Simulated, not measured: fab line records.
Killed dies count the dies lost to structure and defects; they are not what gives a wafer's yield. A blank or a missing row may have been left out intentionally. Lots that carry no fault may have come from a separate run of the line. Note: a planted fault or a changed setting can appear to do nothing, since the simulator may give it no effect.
fab line records	flow n5-finfet
[record] lots = 10	wafers = 30	last-day = 18
route steps=1938 shown BEOL_M4@1111 BEOL_M8@1394 BEOL_M9@1401 PASSIVATION@1936
lots untouched by any fault: they come from a run of this same line in which no faults occurred
start-h: hours from the record's first day to the start of the lot's first wafer shown	wait-h: how many hours have passed since the lot's step before this one	" as in the row above	L1.1+2: a single row standing in for several wafers	- value missing, or start not given	* or withheld: withheld	< > ~ a bound
route shown NAME@n: a module of which the file shows steps, and the number in the route of the first	usual: average and standard deviation across the fault-free wafers	same: alike in all rows	chamber/n: place in a boat	sites: readings site by site	_std_site: the standard deviation of these	_edge_site: mean of outer sites minus mean of inner sites	radius-mm: for every site, how far away it sits from the centre of the wafer	mask NAME#n: copy n	behind: tool/chamber where the wafer was last shaped	hold: cause of the lot's hold/its duration in hours/its outcome	device: whichever transistor did not switch (one of n, p or np)	end of line: tests of these same wafers at the route's end	a step given without rows: its recipe and nothing more	killed: dies that structure and defects cost at the first sort, which is not the same as the wafer's yield	map: per-die view of a wafer (x killed, . not killed, _ where there is no die)
set.NAME: setting as actually run; set.NAME@STEP: the setting as run at that earlier step	model.NAME: the simulator's own value behind a step, which no gauge read
route steps across a sampled set of lots; one table per step, one row per wafer
services: the hour from which a tool's chamber was out of use, counted from the record's first day as start-h (under 0 if before that day), plus the number of hours and why
[[steps]]
[step N5_BEOL_M4_RC_MEAS_101]
[usual] DIBL_N = 36.3/1.6	DIBL_P = 36.5/1.6	IOFF_N = 0.163/0.026	IOFF_P = 0.22/0.033	ION_N = 676/9.9	ION_P = 464/6.5	SS_N = 71.5/0.5	SS_P = 73.3/0.64	VT_N = 249.3/2.9	VT_P = -250/3.2
lot.wafer	tool	chamber	start-h	wait-h	DIBL_N[mV/V]	DIBL_P[mV/V]	IOFF_N[nA/um]	IOFF_P[nA/um]	ION_N[uA/um]	ION_P[uA/um]	SS_N[mV/dec]	SS_P[mV/dec]	VT_N[mV]	VT_P[mV]
L587.1	prober-02	0	178.34	0.0	32.9	32.6	0.114	0.14	671	458	70.9	72.6	255.4	-259
L587.2	"	0	"	"	35.1	35.7	0.150	0.19	669	462	71.1	74.1	249.7	-252
L587.3	"	0	"	"	33.6	34.0	0.129	0.16	661	452	71.8	72.5	252.2	-254
L588.1	prober-01	0	193.13	0.0	37.5	36.8	0.167	0.23	666	457	71.6	74.2	248.8	-249
L588.5	"	0	"	"	38.1	38.0	0.175	0.25	671	462	71.3	73.7	248.0	-244
L588.6	"	0	"	"	38.2	38.0	0.187	0.26	680	468	72.5	74.3	248.9	-246
L590.1	prober-01	0	200.16	0.0	34.8	36.6	0.169	0.20	691	466	71.5	73.7	249.6	-250
L590.5	"	0	"	"	33.5	34.8	0.140	0.17	672	467	71.0	72.9	250.4	-251
L590.6	"	0	"	"	34.9	36.3	0.165	0.20	692	471	70.9	74.6	247.7	-251
L591.3	prober-01	0	206.53	0.3	36.8	37.1	0.165	0.22	687	468	71.1	72.8	247.6	-248
L591.4	"	0	"	"	37.4	37.5	0.176	0.24	699	479	71.5	73.6	247.3	-248
L591.6	"	0	"	"	37.0	37.0	0.153	0.22	674	462	71.9	73.2	249.2	-251
L592.2	prober-02	0	208.37	0.2	36.9	37.9	0.179	0.22	673	463	71.6	74.8	245.1	-251
L592.3	"	0	"	"	37.0	38.1	0.182	0.22	688	466	71.7	73.9	246.4	-250
L592.4	"	0	"	"	35.6	36.5	0.160	0.20	697	464	70.8	74.3	248.8	-253
L602.1	prober-02	0	266.32	0.0	33.4	33.8	0.116	0.16	656	456	70.8	72.8	254.8	-256
L602.2	"	0	"	"	36.1	36.6	0.158	0.20	679	457	71.7	73.6	248.3	-253
L602.4	"	0	"	"	36.3	36.6	0.153	0.19	669	459	71.2	73.0	251.0	-253
L605.1	prober-01	0	282.61	0.0	37.5	35.8	0.166	0.21	678	463	71.2	73.0	249.6	-249
L605.2	"	0	"	"	35.4	34.7	0.140	0.20	668	462	71.3	72.8	248.2	-251
L605.3	"	0	"	"	36.4	35.1	0.143	0.20	668	460	71.1	72.6	247.9	-252
L604.1	prober-01	0	287.24	0.0	41.2	40.7	0.249	0.29	683	464	72.4	75.1	244.6	-246
L604.4	"	0	"	"	38.5	38.3	0.185	0.24	671	459	72.3	73.9	248.4	-248
L604.6	"	0	"	"	39.1	39.0	0.202	0.26	689	474	71.2	73.4	243.9	-248
L607.1	prober-01	0	304.18	0.0	38.4	42.3	0.213	0.29	685	470	72.8	74.2	246.6	-245
L607.4	"	0	"	"	35.0	37.9	0.145	0.21	680	470	70.8	72.1	248.1	-250
L607.6	"	0	"	"	35.9	38.6	0.164	0.23	682	471	71.5	72.9	250.8	-249
L606.3	prober-01	0	307.48	0.3	33.9	34.1	0.123	0.21	676	477	71.4	72.4	255.8	-246
L606.4	"	0	"	"	34.3	34.0	0.123	0.20	665	459	71.0	73.1	254.4	-248
L606.6	"	0	"	"	34.3	33.9	0.128	0.21	663	467	71.2	72.2	256.5	-247
[step N5_BEOL_M8_ANNEAL_51]
[recipe] temp-c = 225	time-s = 90	ambient = N2
[usual] anneal-temp-c-max = 226.5/0.6	wafer_temp_C_max = 225.8/0.3
lot.wafer	tool	chamber	start-h	wait-h	anneal-temp-c-max	wafer_temp_C_max
L587.1	rtp-anneal-02	0	220.26	0.6	226.1	226.3
L587.2	"	0	"	"	225.6	226.3
L587.3	"	0	"	"	225.9	226.2
L588.1	rtp-anneal-02	0	230.71	0.2	226.1	225.6
L588.5	"	0	"	"	225.9	226.0
L588.6	"	0	"	"	225.8	225.8
L590.1	rtp-anneal-01	0	236.85	0.1	226.8	225.4
L590.5	"	0	"	"	226.5	225.6
L590.6	"	0	"	"	226.8	225.5
L591.3	rtp-anneal-02	0	246.99	0.2	226.1	226.0
L591.4	"	0	"	"	225.6	226.2
L591.6	"	0	"	"	226.0	226.3
L592.2	rtp-anneal-01	0	254.03	0.2	226.6	225.9
L592.3	"	0	"	"	227.4	225.6
L592.4	"	0	"	"	227.2	225.9
L602.1	rtp-anneal-01	0	304.98	0.5	226.6	225.2
L602.2	"	0	"	"	226.5	225.8
L602.4	"	0	"	"	227.1	225.6
L605.1	rtp-anneal-01	0	328.12	0.1	226.9	225.3
L605.2	"	0	"	"	226.9	225.4
L605.3	"	0	"	"	226.9	225.4
L604.1	rtp-anneal-02	0	328.88	0.1	225.5	225.7
L604.4	"	0	"	"	225.5	225.7
L604.6	"	0	"	"	225.7	225.9
L607.1	rtp-anneal-01	0	340.58	0.2	226.2	225.9
L607.4	"	0	"	"	226.7	225.5
L607.6	"	0	"	"	227.1	225.5
L606.3	rtp-anneal-02	0	350.75	1.1	225.7	226.2
L606.4	"	0	"	"	225.8	226.3
L606.6	"	0	"	"	225.8	226.1
[step N5_BEOL_M8_RS_MEAS_57]
[recipe] thk-meas-gauge = four-point-probe	reads = Cu_of_BEOL_M8_ECD_50+Co_of_BEOL_M8_CVD_78+TaN_of_BEOL_M8_ALD_77
[usual] M8_RS = 0.286/0.0072
lot.wafer	tool	chamber	start-h	wait-h	M8_RS[ohm/sq]
L587.1	film-metro-02	-	221.02	0.1	0.300
L587.2	"	-	"	"	0.287
L587.3	"	-	"	"	0.272
L588.1	film-metro-01	-	231.47	0.1	0.279
L588.5	"	-	"	"	0.279
L588.6	"	-	"	"	0.277
L590.1	film-metro-02	-	237.71	0.1	0.291
L590.5	"	-	"	"	0.297
L590.6	"	-	"	"	0.291
L591.3	film-metro-02	-	247.63	0.1	0.284
L591.4	"	-	"	"	0.282
L591.6	"	-	"	"	0.281
L592.2	film-metro-02	-	254.94	0.1	0.286
L592.3	"	-	"	"	0.274
L592.4	"	-	"	"	0.272
L602.1	film-metro-02	-	305.72	0.1	0.292
L602.2	"	-	"	"	0.281
L602.4	"	-	"	"	0.278
L605.1	film-metro-01	-	328.84	0.1	0.284
L605.2	"	-	"	"	0.298
L605.3	"	-	"	"	0.292
L604.1	film-metro-01	-	329.60	0.1	0.284
L604.4	"	-	"	"	0.299
L604.6	"	-	"	"	0.286
L607.1	film-metro-01	-	341.31	0.1	0.282
L607.4	"	-	"	"	0.295
L607.6	"	-	"	"	0.286
L606.3	film-metro-01	-	351.78	0.1	0.279
L606.4	"	-	"	"	0.282
L606.6	"	-	"	"	0.281
[step N5_BEOL_M8_INSPECT_58]
[recipe] inspect-instrument = darkfield	mode = post-dep
[usual] raw-defect-count = 66/22
lot.wafer	tool	chamber	start-h	wait-h	raw-defect-count
L587.1	defect-inspect-01	-	221.04	0.0	72
L587.2	"	-	"	"	62
L587.3	"	-	"	"	22
L588.1	defect-inspect-01	-	231.50	0.0	57
L588.5	"	-	"	"	53
L588.6	"	-	"	"	80
L590.1	defect-inspect-01	-	237.73	0.0	32
L590.5	"	-	"	"	61
L590.6	"	-	"	"	31
L591.3	defect-inspect-01	-	247.66	0.0	56
L591.4	"	-	"	"	50
L591.6	"	-	"	"	39
L592.2	defect-inspect-02	-	254.96	0.0	51
L592.3	"	-	"	"	51
L592.4	"	-	"	"	44
L602.1	defect-inspect-01	-	305.75	0.0	101
L602.2	"	-	"	"	57
L602.4	"	-	"	"	103
L605.1	defect-inspect-01	-	328.87	0.0	69
L605.2	"	-	"	"	89
L605.3	"	-	"	"	124
L604.1	defect-inspect-01	-	329.63	0.0	45
L604.4	"	-	"	"	85
L604.6	"	-	"	"	53
L607.1	defect-inspect-02	-	341.33	0.0	83
L607.4	"	-	"	"	55
L607.6	"	-	"	"	62
L606.3	defect-inspect-02	-	351.80	0.0	51
L606.4	"	-	"	"	52
L606.6	"	-	"	"	71
[step N5_BEOL_M9_ILD_DEP_00]
[recipe] material = SiCOH_lowk	target-thk-a = 3085.1	temp-c = 300	precursor = DEMS/porogen	pressure-torr = 5	rf-w = 500	time-s = 58
[usual] heater-power-w = 322/54	run-length-s = 100.6/0.49	showerhead-plenum-p-Torr = 5.736/0.013	showerhead-vpp-V = 1391/91	throttle-valve-pct = 14.1/0.91
lot.wafer	tool	chamber	start-h	wait-h	heater-power-w	run-length-s	showerhead-plenum-p-Torr	showerhead-vpp-V	throttle-valve-pct
L587.1	pecvd-01	1	221.08	0.0	338	100.2	5.739	1363	14.0
L587.2	"	0	"	"	303	100.2	5.725	1299	13.5
L587.3	"	2	"	"	392	100.4	5.735	1474	13.3
L588.1	pecvd-04	2	231.54	0.0	251	100.2	5.716	1440	13.5
L588.5	"	2	"	"	272	100.2	5.726	1456	13.2
L588.6	"	1	"	"	324	100.5	5.743	1475	13.1
L590.1	pecvd-01	0	237.77	0.0	306	100.2	5.738	1257	13.3
L590.5	"	2	"	"	390	100.3	5.735	1470	13.3
L590.6	"	1	"	"	309	100.1	5.752	1328	14.2
L591.3	pecvd-01	0	247.69	0.0	295	100.1	5.751	1261	13.5
L591.4	"	2	"	"	447	100.3	5.756	1468	13.4
L591.6	"	0	"	"	300	100.4	5.732	1296	13.3
L592.2	pecvd-04	1	255.00	0.0	371	101.1	5.741	1518	13.0
L592.3	"	2	"	"	290	100.2	5.740	1466	13.4
L592.4	"	2	"	"	297	100.4	5.718	1460	13.2
L602.1	pecvd-01	0	305.78	0.0	292	118.7	5.749	1277	13.7
L602.2	"	2	"	"	459	100.4	5.739	1450	13.4
L602.4	"	1	"	"	326	100.6	5.755	1317	14.2
L605.1	pecvd-04	1	328.91	0.0	379	100.6	5.718	1493	13.3
L605.2	"	0	"	"	270	100.7	5.745	1450	15.9
L605.3	"	2	"	"	247	100.7	5.719	1445	13.5
L604.1	pecvd-04	2	329.67	0.0	270	100.4	5.728	1465	13.1
L604.4	"	2	"	"	286	100.4	5.721	1453	13.9
L604.6	"	0	"	"	319	101.4	5.724	1467	16.0
L607.1	pecvd-04	0	341.37	0.0	345	101.3	5.740	1442	15.7
L607.4	"	0	"	"	266	101.0	5.749	1449	15.7
L607.6	"	2	"	"	269	100.5	5.731	1434	13.4
L606.3	pecvd-02	2	351.84	0.0	233	100.6	5.743	1347	14.1
L606.4	"	2	"	"	240	100.7	5.736	1375	13.7
L606.6	"	0	"	"	297	101.5	5.732	1308	15.8
[step N5_BEOL_M9_THK_MEAS_01]
[recipe] reads = SiCOH_lowk_of_BEOL_M9_ILD_DEP_00
[usual] M9_ILD_THK = 267/3.4
lot.wafer	tool	chamber	start-h	wait-h	M9_ILD_THK[nm]
L587.1	film-metro-01	-	221.67	0.4	268
L587.2	"	-	"	"	264
L587.3	"	-	"	"	262
L588.1	film-metro-02	-	232.35	0.4	263
L588.5	"	-	"	"	270
L588.6	"	-	"	"	274
L590.1	film-metro-01	-	238.36	0.4	265
L590.5	"	-	"	"	266
L590.6	"	-	"	"	269
L591.3	film-metro-01	-	248.28	0.3	263
L591.4	"	-	"	"	265
L591.6	"	-	"	"	268
L592.2	film-metro-01	-	255.59	0.4	262
L592.3	"	-	"	"	263
L592.4	"	-	"	"	264
L602.1	film-metro-02	-	306.57	0.4	349
L602.2	"	-	"	"	266
L602.4	"	-	"	"	277
L605.1	film-metro-02	-	329.50	0.4	268
L605.2	"	-	"	"	264
L605.3	"	-	"	"	265
L604.1	film-metro-01	-	330.26	0.4	263
L604.4	"	-	"	"	271
L604.6	"	-	"	"	270
L607.1	film-metro-02	-	341.96	0.4	265
L607.4	"	-	"	"	269
L607.6	"	-	"	"	270
L606.3	film-metro-02	-	352.92	0.5	267
L606.4	"	-	"	"	267
L606.6	"	-	"	"	272
[step N5_PASSIVATION_PROBE_49]
[usual] defect-limited-yield = 91.2/1.5	killed_at_M0_to_M3 = 32/9.6	killed_at_M4_up = 13/5.3	killed-at-contacts = 13/6.7	killed-at-front-end = 42/11	killed-at-other = 3.8/2.9	killed-dies = 103/17	killed-on-rim = 14/4.4	killed-open = 67/13	killed-short = 35/7.9	sort_bin_5_function = 5.2/0.94	sort_bin_6_memory = 3.3/0.64	sort-n-pass = 1077/17	sort-yield-pct = 91.2/1.5
[same] gross-dies = 1180	killed-at-back-side = 0	sort_bin_4_leakage[%] = 0	sort_bin_8_speed[%] = 0
lot.wafer	tool	chamber	start-h	wait-h	defect-limited-yield[%]	killed_at_M0_to_M3	killed_at_M4_up	killed-at-contacts	killed-at-front-end	killed-at-other	killed-dies	killed-on-rim	killed-open	killed-short	sort_bin_5_function[%]	sort_bin_6_memory[%]	sort-n-pass	sort-yield-pct[%]
L602.1	prober-02	-	369.00	0.0	0	47	1062	10	55	6	1180	152	90	40	96.2	3.1	0	0
L602.2	prober-02	-	369.05	0.1	91.3	37	4	11	47	4	103	23	77	26	5.1	3.5	1077	91.3
L602.4	prober-02	-	369.15	0.2	91.5	39	9	2	47	3	100	10	65	35	5.0	3.2	1080	91.5
// killed by level:class
L602.1 BEOL_M9:area-etch=1050 FIN_SAQP:geometric-particle:open=22 FIN_SAQP:geometric-particle:short=11 BEOL_M0_SAQP:geometric-particle:short=10 MOL_CONTACT_COAG:geometric-particle:open=9 BEOL_M0_SAQP:geometric-particle:open=9 BEOL_M3:geometric-particle:open=8 BEOL_M1:geometric-particle:open=8
L602.2 FIN_SAQP:geometric-particle:open=14 BEOL_M2:geometric-particle:open=11 DUMMY_GATE:geometric-particle:open=9 MOL_CONTACT_COAG:geometric-particle:open=9 BEOL_M3:geometric-particle:open=9 FIN_SAQP:geometric-particle:short=6 STI_FIN_REVEAL:geometric-particle:open=6 BEOL_M2:geometric-particle:short=5
L602.4 FIN_SAQP:geometric-particle:open=15 FIN_SAQP:geometric-particle:short=12 BEOL_M0_SAQP:geometric-particle:open=9 BEOL_M2:geometric-particle:open=8 BEOL_M3:geometric-particle:open=7 STI_FIN_REVEAL:geometric-particle:open=6 BEOL_M0_SAQP:geometric-particle:short=6 BEOL_M1:geometric-particle:open=5
[[services]]
tool	chamber	start-h	hours	kind
pecvd-02	0	197.30	2.1	scheduled-down
pecvd-04	0	228.16	5.5	scheduled-down
pecvd-04	-	300.67	1.8	repair
pecvd-01	0	320.20	12.9	repair
[[key]]
[first-sign] step = N5_BEOL_M9_ILD_DEP_00	reading = run-length-s	direction = up	sigmas = 37	usual = *	struck = *
[effect] step = N5_BEOL_M9_THK_MEAS_01	reading = M9_ILD_THK	direction = up	sigmas = 24	usual = 267	struck = 349
[effect] step = N5_PASSIVATION_PROBE_49	reading = killed_at_M4_up	direction = up	sigmas = 99+	usual = 13	struck = 1062
[more-kills-born-at] N5_BEOL_M9_ETCH_41@rie-diel-05 = 1050
met-at N5_BEOL_M9_ILD_DEP_00
struck-lots L602
struck-wafers L602.1
later-rows-left-out L602.1
not-acting-at N5_BEOL_M8_ANNEAL_51,N5_BEOL_M8_RS_MEAS_57,N5_BEOL_M8_INSPECT_58
onset-between 247.69 305.78
[fault] kind = process-parameter-drift	tool = pecvd-01	chamber = 0	onset-h = 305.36	steps = N5_BEOL_M9_ILD_DEP_00	channel = time-s	offset = *	shape = step	end-h = 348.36	acts-in = *	stated = *
// later-rows-left-out: the simulator's readings of these wafers behind a module that went badly wrong aren't trusted and aren't shown, but for the sort
